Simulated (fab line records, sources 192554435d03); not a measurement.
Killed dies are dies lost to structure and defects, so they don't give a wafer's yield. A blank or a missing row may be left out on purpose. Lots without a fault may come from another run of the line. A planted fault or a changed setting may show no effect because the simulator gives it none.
Split-lot experiment | flow n5_finfet | 7 lots, 21 wafers read, on a route of 1938 steps

THE SPLIT
At N5_BEOL_M15_ETCH_61 (etches BARC in N2/H2, target depth 89 nm, overetch 26.7 nm, time 67.9 s), the setting time_s was moved away from the recipe's 67.9 s on 7 of the 21 wafers read, by -18.5% to +18.6%. The other wafers ran this setting at the recipe's value.

The reading is taken at the split's own step.

THE READING
coat_of_BEOL_M15_COAT_22.thk_nm (the simulator's own value, which no gauge read), in nm, at N5_BEOL_M15_ETCH_61 (etches BARC in N2/H2, target depth 89 nm, overetch 26.7 nm, time 67.9 s). The file gives no usual value for it. The 14 wafers here that ran the recipe average 718.0 nm, standard deviation 2.5 nm.

wafer  | tool, chamber at the split | time_s as run, s | against the recipe | coat_of_BEOL_M15_COAT_22.thk_nm, nm | against lot-mates on the recipe
L079.2 | rie_diel-04, 3             | 67.9             | recipe             | 719                                 | -
L079.5 | rie_diel-04, 2             | 67.9             | recipe             | 716.6                               | -
L079.6 | rie_diel-04, 3             | 55.69            | -18.0%             | 730.2                               | +12.4
L080.1 | rie_diel-05, 2             | 57.24            | -15.7%             | 728.4                               | +12.0
L080.5 | rie_diel-05, 1             | 57.24            | -15.7%             | 725.4                               | +9.0
L080.6 | rie_diel-05, 2             | 67.9             | recipe             | 716.4                               | -
L083.1 | rie_diel-04, 2             | 55.37            | -18.5%             | 732.8                               | +11.6
L083.2 | rie_diel-04, 0             | 67.9             | recipe             | 719.8                               | -
L083.4 | rie_diel-04, 1             | 67.9             | recipe             | 722.6                               | -
L088.2 | rie_diel-02, 3             | 67.9             | recipe             | 716                                 | -
L088.3 | rie_diel-02, 2             | 67.9             | recipe             | 717.8                               | -
L088.5 | rie_diel-02, 1             | 67.9             | recipe             | 716.2                               | -
L092.2 | rie_diel-02, 3             | 67.9             | recipe             | 718.4                               | -
L092.5 | rie_diel-02, 3             | 67.9             | recipe             | 719.8                               | -
L092.6 | rie_diel-02, 0             | 67.9             | recipe             | 720.2                               | -
L095.1 | rie_diel-02, 1             | 63.95            | -5.8%              | 720.2                               | +6.2
L095.3 | rie_diel-02, 3             | 67.9             | recipe             | 713.2                               | -
L095.6 | rie_diel-02, 2             | 67.9             | recipe             | 714.8                               | -
L097.2 | rie_diel-05, 3             | 80.52            | +18.6%             | 708.6                               | -12.8
L097.3 | rie_diel-05, 2             | 80.52            | +18.6%             | 708                                 | -13.4
L097.6 | rie_diel-05, 1             | 67.9             | recipe             | 721.4                               | -

THE FIT
A straight line over all 21 wafers: coat_of_BEOL_M15_COAT_22.thk_nm changes by -0.603 nm for each +1% of time_s; r = -0.92; the points scatter about the line by 2.5 nm.
The same after taking each lot's own level away (the mean of its wafers on the recipe; 21 wafers): -0.685 nm for each +1%; r = -0.99; scatter 1.1 nm.
On that fit, the largest move of time_s shifts the reading by 13 nm.
The lots' own levels span 714.00 to 721.40 nm, that is 2.9 times the standard deviation above.
So the lot-to-lot level changes the slope: the two fits differ.
Check: with one of the wafers moved furthest among these (+18.6%) left out of the fit, the line predicts -12.7 nm for it against its lot-mates. It came out at -12.8 nm against them.

THE FILE'S OWN FIT
coat_of_BEOL_M15_COAT_22.thk_nm changes by -0.683 nm for each +1% of time_s, r = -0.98.
